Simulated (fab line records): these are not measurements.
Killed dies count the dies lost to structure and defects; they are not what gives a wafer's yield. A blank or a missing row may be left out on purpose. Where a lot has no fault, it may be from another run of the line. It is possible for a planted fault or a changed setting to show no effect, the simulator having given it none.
A lot that was struck, set against a sound lot / flow n5 finfet / 14 steps out of a route of 1938
Sound: wafers L610.1, L610.2, L610.6. Wafers struck: L604.3, L604.5, L604.6. The cause is named last.
Order at every step that has rows: each side's tool, ch and its chambers, its first start. Under that, the readings that differ: sound wafers / struck wafers / difference of the means / sigmas: that difference in standard deviations of wafers without a fault.
alike: a reading whose means differ by less than 2 such deviations, as well as words and numbers matching on both sides. not compared: withheld readings; readings where some wafer has no value; bounds like >300 that might hide an equal value; numbers whose values overlap and for which the record gives no deviation.
A row with sigmas, a row that says differs or no value, or rows on one side alone: a step with any of these is where the two part. Numbers that don't overlap but have no deviation are shown without sigmas and don't part them. A reading missing from all wafers of one side parts the sides only when that side holds two or more wafers.

first, 1 step without rows for these wafers: N5_MOL_CONTACT_COAG_WET_ETCH_116 (etches the open film in SC1-inhibited, target depth 4.6 nm, rinse time 30 s).
N5_MOL_CONTACT_COAG_ALD_27: deposits SiOC, target thk 17 nm, pulse time 1.5 s, time 2720 s.
  sound on ald sin-04 ch 0,1,2, day 10 06:19; struck on ald sin-02 ch 1,2,3, day 8 18:56
  alike: chamber pressure Torr, heater power w, precursor pulse height rel
N5_MOL_CONTACT_COAG_CMP_28: polishes, stops on SiNx, t overpolish 0.85 s, target thk 14.522 nm.
  sound on cmp-02 ch 1,2,3, day 10 07:52; struck on cmp-03 ch 1,2,3, day 8 20:35
reading=time to endpoint s (s); sound=7.2 9.2 5.8; struck=2.8 4.8 1.7; difference=-4.3; sigmas=-2
  alike: motor current A
N5_MOL_CONTACT_COAG_THK_MEAS_29:
  sound on film metro-02 at day 10 08:10; struck on film metro-02 at day 8 20:48
  alike: MD_CAP_THK
N5_MOL_CONTACT_COAG_ALD_123: deposits SiNx, target thk 5 nm, pulse time 1 s, purge time 2 s.
  sound on ald sin-02 ch 0,3, day 10 08:13; struck on ald sin-01 ch 0,1,3, day 8 21:06
  alike: chamber pressure Torr, heater power w, precursor pulse height rel
then, 7 steps without rows for these wafers: N5_MOL_CONTACT_COAG_PECVD_31 (deposits SiO2 from TEOS/O2, target thk 46 nm, time 8.9 s); N5_MOL_CONTACT_COAG_COAT_75 (time 60 s, resist thk 60 nm); N5_MOL_CONTACT_COAG_COAT_76 (time 60 s, resist thk 10 nm); N5_MOL_CONTACT_COAG_COAT_77 (time 60 s, resist thk 10 nm); N5_MOL_CONTACT_COAG_COAT_78 (resist thk 40 nm); N5_MOL_CONTACT_COAG_EBR_80; N5_MOL_CONTACT_COAG_SOFTBAKE_79 (time 60 s).
N5_MOL_CONTACT_COAG_EXPOSE_81: exposes mask VG, defocus 0 nm.
  struck on euv scanner-01, day 8 21:49; sound on euv scanner-02 ch 0, day 10 08:55
  no value came back on the struck wafers for exposure dose mJ cm2, focus offset nm (nm), na, sigma outer; on the sound wafers exposure dose mJ cm2 reads 59.52 59.48 59.54
  alike: mask
then, 1 step without rows for these wafers: N5_MOL_CONTACT_COAG_PEB_82 (peb time 60 s).

WHERE THEY PART
First at N5_MOL_CONTACT_COAG_CMP_28; last, within this record, at N5_MOL_CONTACT_COAG_EXPOSE_81.

WHY: the cause the simulator had injected
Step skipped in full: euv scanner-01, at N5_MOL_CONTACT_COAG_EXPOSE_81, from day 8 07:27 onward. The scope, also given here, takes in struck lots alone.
